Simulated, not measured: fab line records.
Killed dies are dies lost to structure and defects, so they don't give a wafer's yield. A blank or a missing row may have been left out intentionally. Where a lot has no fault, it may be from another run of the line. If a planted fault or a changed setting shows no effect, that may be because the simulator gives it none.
A lot that was struck, set against a sound lot | flow nandHarc | 16 steps out of a route of 1302
Sound: these wafers, L624.1, L624.2, L624.3. The struck wafers were L641.2, L641.4, L641.6. The cause comes at the end.
For every step that has rows: the tool of each side, followed by ch and its chambers, followed by its first start. Under that, the readings that differ: sound wafers | struck wafers | difference of the means | sigmas: that difference in standard deviations of wafers without a fault.
alike: readings whose means differ by less than 2 such deviations, and words and numbers that are the same on both sides. not compared: withheld readings, readings that some wafer has no value for, bounds like >300 that may hide the same value, and numbers for which the record gives no deviation and whose values overlap.
The two part at a step that has a row with sigmas, a row that says differs or no value, or rows on one side only. Numbers that have no deviation but don't overlap get no sigmas and don't part them. A reading that every wafer of one side lacks parts them only if that side has two wafers or more.

first, 8 steps without rows for these wafers: NHARC_A_SLIT_DEHYDRATE_01 (time 120 s); NHARC_A_SLIT_HMDS_02 (time 30 s); NHARC_A_SLIT_COAT_03 (resist thk 90 nm); NHARC_A_SLIT_SOFTBAKE_04 (time 55 s); NHARC_A_SLIT_EBR_05; NHARC_A_SLIT_EXPOSE_06 (exposes mask SLIT); NHARC_A_SLIT_PEB_07 (peb time 65 s); NHARC_A_SLIT_DEVELOP_08 (develop time 35 s).
NHARC_A_SLIT_CD_MEAS_09: target cd 300 nm.
  sound on cdSem-03 ch 0, day 20 07:16; struck on cdSem-01 ch 0, day 27 04:22
  alike: cdNm
NHARC_A_SLIT_OVL_MEAS_10:
  sound on overlay-01 at day 20 07:21; struck on overlay-01 at day 27 04:27
reading         | sound       | struck         | difference | sigmas
overlayXNm (nm) | 1.0 1.0 1.6 | -0.1 -0.6 -0.3 | -1.5       | -2
  alike: overlayYNm
NHARC_A_SLIT_INSPECT_11:
  sound on defectInspect-02 at day 20 07:23; struck on defectInspect-02 at day 27 04:29
reading        | sound       | struck   | difference | sigmas
rawDefectCount | 116 131 128 | 50 69 47 | -70        | -2
NHARC_A_SLIT_DESCUM_14: chemistry O2, time 3 s.
  sound on rieDiel-07 ch 1,2,3, day 20 07:27; struck on rieDiel-07 ch 0,3, day 27 04:33
  alike: drypumpMotorCurrentA, oesProductAu, rfVppV, showerheadPlenumPTorr, throttleValvePct
  not compared: rfHoursCounterH
NHARC_A_SLIT_ETCH_24: etches the open film in CF4/CHF3, target depth 121 nm, time 60.5 s.
  sound on rieDiel-07 ch 0,1,3, day 20 07:32; struck on rieDiel-07 ch 1,3, day 27 04:38
reading                      | sound                 | struck            | difference | sigmas
chf3FlowSccm (sccm)          | 29.81 29.94 30.01     | 30.16 30.04 30.05 | +0.16      | +2
oesProductAu (a.u.)          | 0.923 0.919 0.919     | 1.207 1.187 1.192 | +0.275     | +16
rfFwdPowerW (W)              | 494.9 494.7 495.1     | 698.0 693.9 698.8 | +202.0     | +99 or more
model.A_SLIT.cdOffsetNm (nm) | 0.08231 -1.409 -1.618 | 1.639 1.56 1.904  | +2.683     | 
  alike: drypumpMotorCurrentA, rfVppV, showerheadPlenumPTorr, throttleValvePct
  not compared: rfHoursCounterH
NHARC_A_SLIT_ETCH_15: etches the open film in O2/COS, target depth 6200 nm, time 1612 s.
  sound on rieDiel-07 ch 0,1,3; struck on rieDiel-07 ch 0,1,3
reading                      | sound                 | struck            | difference | sigmas
model.A_SLIT.cdOffsetNm (nm) | -0.1948 -1.138 -1.482 | 1.405 1.586 1.589 | +2.465     | 
  alike: drypumpMotorCurrentA, oesProductAu, rfFwdPowerW, rfVppV, showerheadPlenumPTorr, throttleValvePct
  not compared: rfHoursCounterH
NHARC_A_SLIT_ETCH_17: etches the open film in C4F8/O2/Ar, time 4254.5 s, target depth 20300 nm.
  sound on harEtch-02 ch 0,1, day 20 08:41; struck on harEtch-01 ch 0,1, day 27 05:47
  alike: drypumpMotorCurrentA, showerheadPlenumPTorr, throttleValvePct
  not compared: rfHoursCounterH
NHARC_END_SORT_01:
  the record has rows for the sound wafers here (prober-01 ch 0, day 25 04:43) and none for the struck ones

## WHERE THEY PART
Earliest at NHARC_A_SLIT_OVL_MEAS_10; latest, in this record, at NHARC_END_SORT_01.

WHY: whatever the simulator had introduced
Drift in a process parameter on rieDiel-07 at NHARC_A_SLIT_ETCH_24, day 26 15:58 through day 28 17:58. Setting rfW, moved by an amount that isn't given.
